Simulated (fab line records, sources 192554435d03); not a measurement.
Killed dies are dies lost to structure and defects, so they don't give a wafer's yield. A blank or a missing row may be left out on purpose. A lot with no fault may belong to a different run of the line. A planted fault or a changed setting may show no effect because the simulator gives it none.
Split-lot study :: flow n5 finfet :: on a route of 1938 steps: 7 lots, 39 wafers read

THE SPLIT ITSELF
At N5_MOL_CONTACT_COAG_ETCH_106 (etches SOC in N2/H2, target depth 80 nm, overetch 16 nm, time 120 s), the setting target depth a was moved away from the recipe's 800 angstrom on 12 of the 39 wafers read, by -5.7% to +12.7%. The other wafers ran this setting at the recipe's value.

The reading is taken at the split's own step.

THE READING
SiARC_of_MOL_CONTACT_COAG_COAT_104.thk nm (the simulator's own value, which no gauge read), in nm, at N5_MOL_CONTACT_COAG_ETCH_106 (etches SOC in N2/H2, target depth 80 nm, overetch 16 nm, time 120 s). There is no usual value for it anywhere in the file. Average 6.3 nm, standard deviation 0.1 nm, over the 27 wafers here run with the recipe.

wafer: L074.1
tool, chamber at the split: rie diel-05, 2
target depth a as run, angstrom: 800
against the recipe: recipe
SiARC_of_MOL_CONTACT_COAG_COAT_104.thk nm, nm: 6.4
against lot-mates on the recipe: -

wafer: L074.2
tool, chamber at the split: rie diel-05, 1,2
target depth a as run, angstrom: 800
against the recipe: recipe
SiARC_of_MOL_CONTACT_COAG_COAT_104.thk nm, nm: 6.2
against lot-mates on the recipe: -

wafer: L074.6
tool, chamber at the split: rie diel-05, 1,2
target depth a as run, angstrom: 800
against the recipe: recipe
SiARC_of_MOL_CONTACT_COAG_COAT_104.thk nm, nm: 6.2
against lot-mates on the recipe: -

wafer: L076.1
tool, chamber at the split: rie diel-05, 3,2
target depth a as run, angstrom: 851.6
against the recipe: +6.5%
SiARC_of_MOL_CONTACT_COAG_COAT_104.thk nm, nm: 6.2
against lot-mates on the recipe: -0.1

wafer: L076.2
tool, chamber at the split: rie diel-05, 3,2
target depth a as run, angstrom: 851.6
against the recipe: +6.5%
SiARC_of_MOL_CONTACT_COAG_COAT_104.thk nm, nm: 6.2
against lot-mates on the recipe: -0.1

wafer: L076.3
tool, chamber at the split: rie diel-05, 0
target depth a as run, angstrom: 800
against the recipe: recipe
SiARC_of_MOL_CONTACT_COAG_COAT_104.thk nm, nm: 6.2
against lot-mates on the recipe: -

wafer: L076.4
tool, chamber at the split: rie diel-05, 3,2
target depth a as run, angstrom: 800
against the recipe: recipe
SiARC_of_MOL_CONTACT_COAG_COAT_104.thk nm, nm: 6.4
against lot-mates on the recipe: -

wafer: L076.5
tool, chamber at the split: rie diel-05, 3,2
target depth a as run, angstrom: 800
against the recipe: recipe
SiARC_of_MOL_CONTACT_COAG_COAT_104.thk nm, nm: 6.4
against lot-mates on the recipe: -

wafer: L076.6
tool, chamber at the split: rie diel-05, 0
target depth a as run, angstrom: 851.6
against the recipe: +6.5%
SiARC_of_MOL_CONTACT_COAG_COAT_104.thk nm, nm: 6
against lot-mates on the recipe: -0.3

wafer: L086.1
tool, chamber at the split: rie diel-01, 1,0,0
target depth a as run, angstrom: 855.9
against the recipe: +7.0%
SiARC_of_MOL_CONTACT_COAG_COAT_104.thk nm, nm: 6
against lot-mates on the recipe: -0.5

wafer: L086.3
tool, chamber at the split: rie diel-01, 1,0,0
target depth a as run, angstrom: 855.9
against the recipe: +7.0%
SiARC_of_MOL_CONTACT_COAG_COAT_104.thk nm, nm: 6
against lot-mates on the recipe: -0.5

wafer: L086.5
tool, chamber at the split: rie diel-01, 1,0,0
target depth a as run, angstrom: 855.9
against the recipe: +7.0%
SiARC_of_MOL_CONTACT_COAG_COAT_104.thk nm, nm: 6
against lot-mates on the recipe: -0.5

wafer: L086.2
tool, chamber at the split: rie diel-01, 3,1
target depth a as run, angstrom: 800
against the recipe: recipe
SiARC_of_MOL_CONTACT_COAG_COAT_104.thk nm, nm: 6.4
against lot-mates on the recipe: -

wafer: L086.6
tool, chamber at the split: rie diel-01, 3,1
target depth a as run, angstrom: 800
against the recipe: recipe
SiARC_of_MOL_CONTACT_COAG_COAT_104.thk nm, nm: 6.4
against lot-mates on the recipe: -

wafer: L086.4
tool, chamber at the split: rie diel-01, 2
target depth a as run, angstrom: 800
against the recipe: recipe
SiARC_of_MOL_CONTACT_COAG_COAT_104.thk nm, nm: 6.6
against lot-mates on the recipe: -

wafer: L089.1
tool, chamber at the split: rie diel-05, 1
target depth a as run, angstrom: 754.1
against the recipe: -5.7%
SiARC_of_MOL_CONTACT_COAG_COAT_104.thk nm, nm: 6.8
against lot-mates on the recipe: +0.5

wafer: L089.2
tool, chamber at the split: rie diel-05, 0,3
target depth a as run, angstrom: 754.1
against the recipe: -5.7%
SiARC_of_MOL_CONTACT_COAG_COAT_104.thk nm, nm: 6.6
against lot-mates on the recipe: +0.3

wafer: L089.5
tool, chamber at the split: rie diel-05, 0,3
target depth a as run, angstrom: 754.1
against the recipe: -5.7%
SiARC_of_MOL_CONTACT_COAG_COAT_104.thk nm, nm: 6.6
against lot-mates on the recipe: +0.3

wafer: L089.3
tool, chamber at the split: rie diel-05, 3,2
target depth a as run, angstrom: 800
against the recipe: recipe
SiARC_of_MOL_CONTACT_COAG_COAT_104.thk nm, nm: 6.4
against lot-mates on the recipe: -

wafer: L089.4
tool, chamber at the split: rie diel-05, 3,2
target depth a as run, angstrom: 800
against the recipe: recipe
SiARC_of_MOL_CONTACT_COAG_COAT_104.thk nm, nm: 6.4
against lot-mates on the recipe: -

wafer: L089.6
tool, chamber at the split: rie diel-05, 0
target depth a as run, angstrom: 800
against the recipe: recipe
SiARC_of_MOL_CONTACT_COAG_COAT_104.thk nm, nm: 6.2
against lot-mates on the recipe: -

wafer: L091.1
tool, chamber at the split: rie diel-04, 0,2
target depth a as run, angstrom: 901.9
against the recipe: +12.7%
SiARC_of_MOL_CONTACT_COAG_COAT_104.thk nm, nm: 5.8
against lot-mates on the recipe: -0.6

wafer: L091.3
tool, chamber at the split: rie diel-04, 0,2
target depth a as run, angstrom: 901.9
against the recipe: +12.7%
SiARC_of_MOL_CONTACT_COAG_COAT_104.thk nm, nm: 5.8
against lot-mates on the recipe: -0.6

wafer: L091.2
tool, chamber at the split: rie diel-04, 1
target depth a as run, angstrom: 901.9
against the recipe: +12.7%
SiARC_of_MOL_CONTACT_COAG_COAT_104.thk nm, nm: 5.6
against lot-mates on the recipe: -0.8

wafer: L091.4
tool, chamber at the split: rie diel-04, 3,3,0
target depth a as run, angstrom: 800
against the recipe: recipe
SiARC_of_MOL_CONTACT_COAG_COAT_104.thk nm, nm: 6.4
against lot-mates on the recipe: -

wafer: L091.5
tool, chamber at the split: rie diel-04, 3,3,0
target depth a as run, angstrom: 800
against the recipe: recipe
SiARC_of_MOL_CONTACT_COAG_COAT_104.thk nm, nm: 6.4
against lot-mates on the recipe: -

wafer: L091.6
tool, chamber at the split: rie diel-04, 3,3,0
target depth a as run, angstrom: 800
against the recipe: recipe
SiARC_of_MOL_CONTACT_COAG_COAT_104.thk nm, nm: 6.4
against lot-mates on the recipe: -

wafer: L094.1
tool, chamber at the split: rie diel-01, 3,0,0
target depth a as run, angstrom: 800
against the recipe: recipe
SiARC_of_MOL_CONTACT_COAG_COAT_104.thk nm, nm: 6.2
against lot-mates on the recipe: -

wafer: L094.4
tool, chamber at the split: rie diel-01, 3,0,0
target depth a as run, angstrom: 800
against the recipe: recipe
SiARC_of_MOL_CONTACT_COAG_COAT_104.thk nm, nm: 6.2
against lot-mates on the recipe: -

wafer: L094.6
tool, chamber at the split: rie diel-01, 3,0,0
target depth a as run, angstrom: 800
against the recipe: recipe
SiARC_of_MOL_CONTACT_COAG_COAT_104.thk nm, nm: 6.2
against lot-mates on the recipe: -

wafer: L094.2
tool, chamber at the split: rie diel-01, 2,1,3
target depth a as run, angstrom: 800
against the recipe: recipe
SiARC_of_MOL_CONTACT_COAG_COAT_104.thk nm, nm: 6.4
against lot-mates on the recipe: -

wafer: L094.3
tool, chamber at the split: rie diel-01, 2,1,3
target depth a as run, angstrom: 800
against the recipe: recipe
SiARC_of_MOL_CONTACT_COAG_COAT_104.thk nm, nm: 6.4
against lot-mates on the recipe: -

wafer: L094.5
tool, chamber at the split: rie diel-01, 2,1,3
target depth a as run, angstrom: 800
against the recipe: recipe
SiARC_of_MOL_CONTACT_COAG_COAT_104.thk nm, nm: 6.4
against lot-mates on the recipe: -

wafer: L097.1
tool, chamber at the split: rie diel-01, 1,2,0,2,1
target depth a as run, angstrom: 800
against the recipe: recipe
SiARC_of_MOL_CONTACT_COAG_COAT_104.thk nm, nm: 6.4
against lot-mates on the recipe: -

wafer: L097.2
tool, chamber at the split: rie diel-01, 1,2,0,2,1
target depth a as run, angstrom: 800
against the recipe: recipe
SiARC_of_MOL_CONTACT_COAG_COAT_104.thk nm, nm: 6.4
against lot-mates on the recipe: -

wafer: L097.3
tool, chamber at the split: rie diel-01, 1,2,0,2,1
target depth a as run, angstrom: 800
against the recipe: recipe
SiARC_of_MOL_CONTACT_COAG_COAT_104.thk nm, nm: 6.4
against lot-mates on the recipe: -

wafer: L097.4
tool, chamber at the split: rie diel-01, 1,2,0,2,1
target depth a as run, angstrom: 800
against the recipe: recipe
SiARC_of_MOL_CONTACT_COAG_COAT_104.thk nm, nm: 6.4
against lot-mates on the recipe: -

wafer: L097.5
tool, chamber at the split: rie diel-01, 1,2,0,2,1
target depth a as run, angstrom: 800
against the recipe: recipe
SiARC_of_MOL_CONTACT_COAG_COAT_104.thk nm, nm: 6.4
against lot-mates on the recipe: -

wafer: L097.6
tool, chamber at the split: rie diel-01, 0
target depth a as run, angstrom: 800
against the recipe: recipe
SiARC_of_MOL_CONTACT_COAG_COAT_104.thk nm, nm: 6.2
against lot-mates on the recipe: -
Rows listing several chambers each stand for several wafers; the file does not say which wafer went through which chamber.

THE FIT
A straight line over all 39 wafers: SiARC_of_MOL_CONTACT_COAG_COAT_104.thk nm changes by -0.0478 nm for each +1% of target depth a; r = -0.90; the points scatter about the line by 0.1 nm.
The same after taking each lot's own level away (the mean of its wafers on the recipe; 39 wafers): -0.0528 nm for each +1%; r = -0.92; scatter 0.1 nm.
That fit puts the effect of the largest move of target depth a on the reading at 0.67 nm.
From 6.27 to 6.47 nm: that is the span of the lots' own levels, equal to 1.9 times the standard deviation above.
The two slopes agree, so the slope changes little with the lot-to-lot level.
Check: for one of the wafers moved furthest among these (+12.7%), held out of the fit, the line's prediction against its lot-mates is -0.682 nm. It came out at -0.6 nm against them.

FILE'S OWN FIT
SiARC_of_MOL_CONTACT_COAG_COAT_104.thk nm changes by -0.0524 nm for each +1% of target depth a, r = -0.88.
